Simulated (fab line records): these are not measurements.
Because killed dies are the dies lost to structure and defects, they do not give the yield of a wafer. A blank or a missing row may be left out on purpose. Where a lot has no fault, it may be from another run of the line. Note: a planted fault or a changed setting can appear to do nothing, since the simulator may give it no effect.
fab line records    flow n5-finfet
record lots=9  wafers=25  last-day=19
route steps=1938 shown BEOL_M1@765 BEOL_M4@1111
lots untouched by any fault: they come from a run of this same line in which no faults occurred
start-h: hours from the record's first day to the start of the lot's first wafer shown    wait-h: hours elapsed since this lot's preceding step    " unchanged from the row above    L1.1+2: a row that stands for several wafers    - no value present, or no start provided    * or withheld: withheld    < > ~ a bound
route shown NAME@n: names a module that has steps shown in the file, with the first one's number in the route    usual: average and standard deviation across the fault-free wafers    same: alike in all rows    chamber/n: place in a boat    sites: readings site by site    _std_site: the values' standard deviation    _edge_site: inner sites' mean taken away from outer sites' mean    radius-mm: how far each site lies from the wafer's centre    mask NAME#n: copy n    behind: tool/chamber where the wafer was last shaped    hold: why the lot was held/for how many hours/how that ended    device: names the non-switching transistor (n, p or np)    end of line: tests of these same wafers at the route's end    for a step that has no rows: nothing shown but its recipe    killed: count of dies lost to structure and defects at first sort (not the wafer's yield)    map: dies across one wafer; x = killed, . = not, _ = none there
set.NAME: the setting as run; set.NAME@STEP: as run at that earlier step    model.NAME: the simulator's own value behind a step, which no gauge read
route steps across a sampled set of lots; one table per step, one row per wafer
services: from which hour (start-h, from the record's first day; less than 0 if before it) a tool's chamber was out of use, for how many hours, and why
## steps
# step N5_BEOL_M1_OVL_MEAS_12
# recipe points-per-wafer=522
# usual M1_OVL=-0.2/0.76
lot.wafer  tool        chamber  start-h  wait-h  M1_OVL[nm]
L994.2     overlay-01  0        145.84   0.0     1.6
L994.3     "           0        "        "       -1.2
L994.6     "           0        "        "       0.2
L996.2     overlay-01  0        158.52   0.0     -1.5
L996.4     "           0        "        "       -1.0
L996.5     "           0        "        "       -0.6
L101.1     overlay-01  0        199.72   0.0     -1.0
L101.4     "           0        "        "       0.2
L101.6     "           0        "        "       0.5
L102.2     overlay-02  0        199.92   0.0     0.8
L102.4     "           0        "        "       0.2
L102.5     "           0        "        "       -0.3
L107.2     overlay-01  0        222.22   0.0     -0.2
L107.6     "           0        "        "       0.7
L108.2     overlay-02  0        229.65   0.0     0.3
L108.4     "           0        "        "       -0.3
L111.2     overlay-01  0        249.51   0.0     -0.9
L111.5     "           0        "        "       -1.1
L111.6     "           0        "        "       0.3
L112.2     overlay-01  0        258.93   0.0     -0.3
L112.5     "           0        "        "       0.2
L112.6     "           0        "        "       -0.5
L113.1     overlay-01  0        262.15   0.0     0.4
L113.5     "           0        "        "       0.0
L113.6     "           0        "        "       -0.4
# step N5_BEOL_M1_ETCH_74
# recipe chemistry=N2/H2  target=underlayer  target-depth-a=65  mask-material=CAR-EUV  time-s=5.2  ion-energy-ev=200  pressure-mtorr=30  source-w=840  bias-w=150  n2-flow-sccm=200  h2-flow-sccm=200  ends=cleared
# usual drypump-motor-current-A=5.5/0.36  etch-rf-on-time-s=5.23/0.15  h2-flow-sccm=200.0/0.7  oes-product-au=0.64/0.061  rf-fwd-power-W=819.5/2.7  rf-vpp-V=522.7/2.5  showerhead-plenum-p-Torr=2.50/0.082  throttle-valve-pct=17.90/0.23
lot.wafer  tool         chamber  start-h  wait-h  drypump-motor-current-A  etch-rf-on-time-s  h2-flow-sccm  oes-product-au  rf-fwd-power-W  rf-hours-counter-h  rf-vpp-V  showerhead-plenum-p-Torr  throttle-valve-pct
L994.2     rie-diel-02  2        146.36   0.0     5.5                      5.23               200.2         0.62            823.7           221                 524.2     2.52                      17.78
L994.3     "            3        "        "       5.7                      5.23               199.6         0.61            818.0           208                 521.1     2.51                      18.15
L994.6     "            1        "        "       6.0                      5.38               199.5         0.61            817.8           -                   521.5     2.44                      17.64
L996.2     rie-diel-06  0        158.72   0.0     4.9                      5.34               201.0         0.75            820.8           23                  522.4     2.49                      17.56
L996.4     "            2        "        "       5.2                      5.21               200.1         0.62            819.2           211                 525.7     2.64                      17.99
L996.5     "            1        "        "       5.7                      5.04               201.4         0.64            824.5           -                   520.6     2.41                      17.66
L101.1     rie-diel-04  3        199.85   0.0     5.6                      5.04               198.6         0.58            819.3           234                 522.3     2.51                      18.11
L101.4     "            2        "        "       5.3                      5.39               199.9         0.62            822.7           168                 525.6     2.66                      18.10
L101.6     "            3        "        "       5.6                      5.06               198.6         0.59            821.1           -                   523.8     2.51                      18.11
L102.2     rie-diel-04  0        200.36   0.0     5.8                      5.05               199.2         0.80            819.3           20                  522.9     2.50                      17.58
L102.4     "            2        "        "       5.3                      5.35               200.5         0.61            816.0           168                 527.0     2.66                      18.12
L102.5     "            2        "        "       5.3                      5.37               200.8         0.61            814.4           -                   526.9     2.66                      18.10
L107.2     rie-diel-06  2        222.34   0.0     5.2                      5.08               199.7         0.62            819.7           222                 527.7     2.63                      18.03
L107.6     "            3        "        "       5.3                      5.13               199.5         0.63            821.1           -                   519.8     2.43                      18.14
L108.2     rie-diel-04  0        229.77   0.0     5.8                      5.04               200.3         0.79            815.7           30                  521.8     2.50                      17.61
L108.4     "            3        "        "       5.6                      5.06               198.6         0.59            823.1           244                 521.9     2.50                      18.14
L111.2     rie-diel-06  3        249.88   0.0     5.3                      5.21               199.9         0.62            816.2           188                 521.2     2.42                      18.18
L111.5     "            1        "        "       5.7                      5.00               199.1         0.63            826.5           -                   519.2     2.40                      17.68
L111.6     "            0        "        "       4.9                      5.38               199.3         0.73            823.3           -                   523.7     2.49                      17.61
L112.2     rie-diel-06  2        259.05   0.0     5.2                      5.13               200.7         0.60            823.1           227                 525.9     2.63                      18.03
L112.5     "            3        "        "       5.3                      5.15               199.5         0.62            821.8           -                   522.8     2.42                      18.16
L112.6     "            0        "        "       4.9                      5.24               200.1         0.72            818.5           -                   523.4     2.49                      17.61
L113.1     rie-diel-06  3        262.27   0.0     5.4                      5.20               200.2         0.62            818.9           190                 519.7     2.42                      18.16
L113.5     "            0        "        "       4.9                      5.34               201.2         0.71            817.6           -                   523.2     2.49                      17.61
L113.6     "            3        "        "       5.4                      5.17               200.4         0.62            813.9           -                   520.9     2.42                      18.16
# step N5_BEOL_M1_COAT_76
# recipe resist=underlayer  temp-c=205  time-s=60  spin-rpm=1500  resist-thk-nm=5
# usual chill-plate-temp-C=23.01/0.099  run-length-s=66.19/0.2
lot.wafer  tool            chamber  start-h  wait-h  chill-plate-temp-C  run-length-s
L994.2     litho-track-04  0        146.91   -       22.88               66.15
L994.3     "               0        "        "       23.05               66.17
L994.6     "               0        "        "       23.00               66.02
L996.2     litho-track-05  0        159.17   -       22.89               65.85
L996.4     "               0        "        "       22.92               65.89
L996.5     "               0        "        "       23.10               65.97
L101.1     litho-track-04  0        200.36   -       23.00               66.23
L101.4     "               0        "        "       22.87               66.19
L101.6     "               0        "        "       23.00               66.05
L102.2     litho-track-04  0        201.00   -       22.94               66.12
L102.4     "               0        "        "       22.98               66.05
L102.5     "               0        "        "       22.92               66.39
L107.2     litho-track-04  0        222.80   -       23.23               87.79
L107.6     "               0        "        "       23.04               87.80
L108.2     litho-track-04  0        230.20   -       22.86               87.94
L108.4     "               0        "        "       23.15               66.13
L111.2     litho-track-04  0        250.33   -       22.93               87.95
L111.5     "               0        "        "       22.91               66.04
L111.6     "               0        "        "       23.14               88.04
L112.2     litho-track-03  0        259.49   -       23.09               66.45
L112.5     "               0        "        "       23.04               66.23
L112.6     "               0        "        "       22.99               66.41
L113.1     litho-track-03  0        262.72   -       23.03               66.34
L113.5     "               0        "        "       23.12               66.52
L113.6     "               0        "        "       23.00               66.33
# step N5_BEOL_M1_ETCH_77
# recipe chemistry=N2/H2  target=underlayer  target-depth-a=65  mask-material=CAR-EUV  time-s=5.2  ion-energy-ev=200  pressure-mtorr=30  source-w=840  bias-w=150  n2-flow-sccm=200  h2-flow-sccm=200  ends=cleared
# usual drypump-motor-current-A=5.6/0.37  etch-rf-on-time-s=5.22/0.15  h2-flow-sccm=200.2/0.59  oes-product-au=0.64/0.07  rf-fwd-power-W=819.4/2.5  rf-vpp-V=522.6/2.5  showerhead-plenum-p-Torr=2.50/0.079  throttle-valve-pct=17.89/0.24
lot.wafer  tool         chamber  start-h  wait-h  drypump-motor-current-A  etch-rf-on-time-s  h2-flow-sccm  oes-product-au  rf-fwd-power-W  rf-hours-counter-h  rf-vpp-V  showerhead-plenum-p-Torr  throttle-valve-pct
L994.2     rie-diel-02  1        147.47   0.0     6.0                      5.41               199.5         0.61            815.8           173                 519.3     2.44                      17.64
L994.3     "            0        "        "       5.4                      5.48               200.0         0.59            818.6           243                 523.5     2.60                      18.02
L994.6     "            3        "        "       5.7                      5.20               200.0         0.61            817.5           -                   520.8     2.51                      18.17
L996.2     rie-diel-02  3        159.74   0.0     5.7                      5.16               199.8         0.62            818.4           214                 523.6     2.51                      18.18
L996.4     "            2        "        "       5.5                      5.26               200.2         0.61            820.5           226                 524.0     2.51                      17.81
L996.5     "            2        "        "       5.5                      5.22               200.3         0.62            818.5           -                   523.5     2.51                      17.78
L101.1     rie-diel-04  1        200.94   0.0     6.2                      5.09               200.0         0.60            817.8           234                 519.1     2.41                      18.16
L101.4     "            0        "        "       5.8                      5.14               199.3         0.79            824.6           20                  521.7     2.50                      17.56
L101.6     "            0        "        "       5.8                      5.06               200.7         0.80            822.0           -                   521.5     2.50                      17.59
L102.2     rie-diel-04  1        201.54   0.0     6.3                      5.12               199.7         0.59            819.3           235                 520.4     2.41                      18.19
L102.4     "            3        "        "       5.7                      5.06               200.3         0.58            819.6           235                 523.3     2.51                      18.09
L102.5     "            2        "        "       5.3                      5.42               199.8         0.61            816.8           -                   526.1     2.66                      18.11
L107.2     rie-diel-06  1        223.36   0.0     5.7                      4.95               200.2         0.64            814.3           209                 521.7     2.40                      17.70
L107.6     "            0        "        "       4.9                      5.32               200.0         0.72            817.3           -                   521.9     2.49                      17.61
L108.2     rie-diel-06  1        230.64   0.0     5.6                      4.92               200.4         0.63            816.4           211                 519.7     2.40                      17.70
L108.4     "            3        "        "       5.3                      5.19               200.0         0.62            823.0           -                   519.3     2.43                      18.15
L111.2     rie-diel-02  1        250.89   0.0     6.0                      5.42               200.5         0.59            822.2           204                 520.7     2.42                      17.70
L111.5     "            3        "        "       5.7                      5.25               200.5         0.59            818.5           -                   522.0     2.50                      18.22
L111.6     "            1        "        "       6.0                      5.44               200.3         0.60            820.0           -                   521.7     2.42                      17.68
L112.2     rie-diel-06  3        260.05   0.0     5.3                      5.24               199.7         0.62            818.4           190                 519.8     2.42                      18.15
L112.5     "            3        "        "       5.4                      5.18               200.0         0.62            819.6           -                   519.6     2.42                      18.16
L112.6     "            0        "        "       4.9                      5.33               200.1         0.73            821.8           -                   522.2     2.49                      17.61
L113.1     rie-diel-06  1        263.28   0.0     5.7                      5.01               199.8         0.62            820.2           218                 519.9     2.40                      17.72
L113.5     "            2        "        "       5.2                      5.15               201.5         0.61            820.5           -                   525.9     2.63                      18.04
L113.6     "            1        "        "       5.7                      5.00               199.2         0.63            821.3           -                   519.8     2.40                      17.72
# step N5_BEOL_M4_RC_MEAS_101
# usual DIBL_N=36.0/1.7  DIBL_P=36.2/1.9  IOFF_N=0.154/0.028  IOFF_P=0.21/0.036  ION_N=675/11  ION_P=463/8.3  SS_N=71.4/0.63  SS_P=73.2/0.55  VT_N=250.2/3  VT_P=-251/3.7
lot.wafer  tool       chamber  start-h  wait-h  DIBL_N[mV/V]  DIBL_P[mV/V]  IOFF_N[nA/um]  IOFF_P[nA/um]  ION_N[uA/um]  ION_P[uA/um]  SS_N[mV/dec]  SS_P[mV/dec]  VT_N[mV]  VT_P[mV]
L994.2     prober-02  0        239.69   0.2     37.7          38.6          0.180          0.23           685           477           71.5          73.7          249.5     -247
L994.3     "          0        "        "       38.0          38.8          0.185          0.23           679           467           72.4          73.4          246.9     -248
L994.6     "          0        "        "       34.4          34.9          0.128          0.17           671           462           71.1          72.3          252.7     -250
L996.2     prober-02  0        264.84   0.2     34.7          35.6          0.134          0.18           666           460           71.4          72.7          252.2     -252
L996.4     "          0        "        "       35.7          36.4          0.155          0.20           679           461           71.4          72.8          248.9     -251
L996.5     "          0        "        "       35.7          36.5          0.146          0.19           674           465           71.2          72.5          249.6     -251
L101.1     prober-01  0        297.52   0.0     38.1          39.2          0.194          0.22           699           468           71.7          73.8          248.7     -251
L101.4     "          0        "        "       36.0          36.2          0.148          0.17           669           449           71.4          73.2          251.7     -256
L101.6     "          0        "        "       37.3          37.9          0.170          0.20           677           454           71.6          73.6          249.3     -255
L102.2     prober-02  0        300.37   0.2     35.6          36.0          0.124          0.18           651           450           71.6          72.4          252.7     -252
L102.4     "          0        "        "       37.3          38.0          0.157          0.21           668           456           72.5          72.9          251.6     -251
L102.5     "          0        "        "       38.7          38.1          0.185          0.22           668           457           72.8          73.2          248.1     -249
L107.2     prober-01  0        330.34   0.2     34.8          35.1          0.140          0.18           665           452           71.5          73.5          250.6     -255
L107.6     "          0        "        "       35.5          35.8          0.151          0.20           662           457           70.9          73.1          249.8     -253
L108.2     prober-02  0        339.57   0.2     39.3          38.5          0.221          0.26           682           466           72.9          73.6          246.6     -246
L108.4     "          0        "        "       36.8          36.7          0.175          0.24           687           474           70.9          74.0          247.1     -248
L111.2     prober-02  0        342.68   0.2     37.4          39.0          0.203          0.29           690           476           71.6          74.1          243.0     -243
L111.5     "          0        "        "       37.1          37.7          0.182          0.27           676           471           71.2          73.0          246.8     -244
L111.6     "          0        "        "       34.3          34.6          0.134          0.21           668           466           70.7          72.8          252.2     -243
L112.2     prober-01  0        344.31   0.2     36.7          35.6          0.158          0.24           666           465           71.5          73.4          252.7     -247
L112.5     "          0        "        "       37.2          37.2          0.174          0.26           677           471           71.2          73.7          247.7     -243
L112.6     "          0        "        "       36.0          34.8          0.164          0.23           686           477           71.5          73.0          248.4     -247
L113.1     prober-02  0        347.04   0.0     36.1          36.9          0.145          0.21           660           455           71.4          73.0          253.2     -253
L113.5     "          0        "        "       35.9          34.8          0.148          0.19           662           456           71.4          72.7          252.0     -252
L113.6     "          0        "        "       37.9          39.6          0.192          0.25           697           471           72.3          73.9          247.7     -249
## services
tool            chamber  start-h  hours  kind
litho-track-04  -        125.94   -      consumable-replace:filter
rie-diel-02     1        154.13   5.4    repair
rie-diel-02     0        165.92   -      clean
rie-diel-02     0        165.92   -      consumable-replace:focus-ring
rie-diel-02     0        165.92   16.7   scheduled-down
rie-diel-02     0        165.92   16.7   vent-cycle
rie-diel-04     3        167.41   8.7    repair
rie-diel-02     -        179.40   1.0    repair
rie-diel-06     2        189.08   10.0   repair
rie-diel-06     -        200.13   14.6   pm
litho-track-03  -        202.61   -      consumable-replace:filter
rie-diel-06     2        226.76   7.4    repair
rie-diel-02     2        234.77   -      clean
rie-diel-02     2        234.77   -      consumable-replace:focus-ring
rie-diel-02     2        234.77   18.5   scheduled-down
rie-diel-02     2        234.77   18.5   vent-cycle
rie-diel-04     3        236.60   5.9    repair
rie-diel-02     -        257.06   72.1   repair
## key
first-sign step=N5_BEOL_M1_COAT_76  reading=run-length-s  direction=up  sigmas=99+  usual=*  struck=*
effect none on later readings
met-at N5_BEOL_M1_COAT_76
struck-lots L107,L108,L111
struck-wafers L107.2,L107.6,L108.2,L111.2,L111.6
not-acting-at N5_BEOL_M1_OVL_MEAS_12,N5_BEOL_M1_ETCH_74,N5_BEOL_M1_ETCH_77
onset-between 201.00 222.80
fault kind=process-parameter-drift  tool=litho-track-04  chamber=-  onset-h=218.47  steps=N5_BEOL_M1_COAT_76  channel=time-s  offset=*  shape=step  end-h=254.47  scope=struck-wafers-only  acts-in=*  stated=*
